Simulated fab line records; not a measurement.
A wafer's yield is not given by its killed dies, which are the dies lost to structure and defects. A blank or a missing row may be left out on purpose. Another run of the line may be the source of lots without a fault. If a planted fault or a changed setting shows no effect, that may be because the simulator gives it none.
Matching of chambers + flow nand-harc + NHARC_A_BLC_DESCUM_15 on rie-diel-09 has 4 sister chambers
The step chemistry O2, time 3 s. 8 wafers are shown with their chamber, then 12 later ones without.

WAFERS PAIRED WITH THEIR CHAMBERS
| wafer  | chamber | oes-product-au (a.u.) | rf-vpp-V (V) |
|--------|---------|-----------------------|--------------|
| L081.5 | 2       | 1.002                 | 59.2         |
| L084.5 | 1       | 0.993                 | 57.0         |
| L084.6 | 2       | 1.005                 | 57.3         |
| L086.2 | 0       | 0.999                 | 57.6         |
| L086.6 | 0       | 0.992                 | 58.0         |
| L091.1 | 1       | 1.009                 | 57.2         |
| L091.3 | 3       | 0.993                 | 58.3         |
| L091.5 | 3       | 1.000                 | 55.8         |

WAFERS WITHOUT THEIR CHAMBER
| wafer  | oes-product-au (a.u.) | rf-vpp-V (V) |
|--------|-----------------------|--------------|
| L089.1 | 1.003                 | 57.5         |
| L089.3 | 1.000                 | 56.7         |
| L089.5 | 1.002                 | 56.0         |
| L095.1 | 0.989                 | 56.2         |
| L095.3 | 0.995                 | 56.3         |
| L095.6 | 1.002                 | 56.1         |
| L094.2 | 1.000                 | 58.2         |
| L094.4 | 1.005                 | 57.2         |
| L094.5 | 0.983                 | 58.8         |
| L096.1 | 0.997                 | 58.3         |
| L096.2 | 0.984                 | 56.7         |
| L096.3 | 0.996                 | 56.4         |

CHAMBER TAKEN BY EACH
| wafer  | from the rows above               | in truth |
|--------|-----------------------------------|----------|
| L089.1 | can't be placed: 1 or 2 or 3 or 0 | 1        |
| L089.3 | can't be placed: 1 or 3 or 0 or 2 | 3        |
| L089.5 | can't be placed: 1 or 3 or 0 or 2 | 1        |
| L095.1 | can't be placed: 3 or 0 or 1 or 2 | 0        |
| L095.3 | can't be placed: 3 or 1 or 0 or 2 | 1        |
| L095.6 | can't be placed: 1 or 3 or 0 or 2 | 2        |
| L094.2 | can't be placed: 2 or 0 or 1 or 3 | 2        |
| L094.4 | can't be placed: 1 or 2 or 3 or 0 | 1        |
| L094.5 | can't be placed: 0 or 3 or 1 or 2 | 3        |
| L096.1 | can't be placed: 0 or 2 or 3 or 1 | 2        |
| L096.2 | can't be placed: 3 or 0 or 1 or 2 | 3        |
| L096.3 | can't be placed: 3 or 1 or 0 or 2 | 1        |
0 of 12 placed correctly. These rows do not allow placing 12 (true chamber among the candidates in 12). Number placed wrongly: 0.
How it was worked out, from the rows above alone: a wafer's distance from a chamber is the root of the sum, over the readings, of the square of ((its reading less the chamber's mean) divided by the reading's scatter). The wafer belongs to the nearest chamber; if the next one is less than 2 further off, it can't be placed. Each chamber's mean is taken over the wafers shown for it. The scatter: the root of (the sum of the squares of (reading less its chamber's mean) over the shown wafers, divided by (wafers less chambers)).
